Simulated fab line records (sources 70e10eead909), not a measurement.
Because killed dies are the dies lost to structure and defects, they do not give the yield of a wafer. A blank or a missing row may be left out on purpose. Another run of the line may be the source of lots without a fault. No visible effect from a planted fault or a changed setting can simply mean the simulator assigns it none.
Chamber matching ; flow nand_harc ; 3 sister chambers for NHARC_A_SGD_CUT_DEP_00 on pecvd-03
The step deposits SiNx, target thk 50 nm. 3 wafers are shown with their chamber, then 8 later ones without.

EACH WAFER AND ITS CHAMBER
wafer;chamber;heater_power_w (W)
L087.2;1;658
L087.5;0;704
L092.2;2;702

WAFERS MISSING THEIR CHAMBER
wafer;heater_power_w (W)
L092.5;775
L092.6;680
L091.4;752
L091.5;602
L091.6;742
L094.2;651
L094.3;764
L094.4;710

WHICH CHAMBER EACH ONE RAN IN
wafer;from the rows above;in truth
L092.5;can't be placed: 0 or 2 or 1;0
L092.6;can't be placed: 1 or 2 or 0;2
L091.4;can't be placed: 0 or 2 or 1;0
L091.5;can't be placed: 1 or 2 or 0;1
L091.6;can't be placed: 0 or 2 or 1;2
L094.2;can't be placed: 1 or 2 or 0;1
L094.3;can't be placed: 0 or 2 or 1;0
L094.4;can't be placed: 0 or 2 or 1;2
Placed correctly: 0 of 8. Unplaceable from these rows: 8, with the true chamber sitting among the candidates in 8. Placed wrongly: 0.
How it was worked out, from the rows above alone: a wafer's distance from a chamber is the root of the sum, over the readings, of the square of ((its reading less the chamber's mean) divided by the reading's scatter). If the next closest chamber is less than 2 further off than the closest, the wafer can't be placed; otherwise it belongs to the closest. Each chamber's mean is taken over the wafers shown for it. The scatter: root of mean squared gap, hidden wafer to nearest shown wafer, with one shown wafer a chamber.
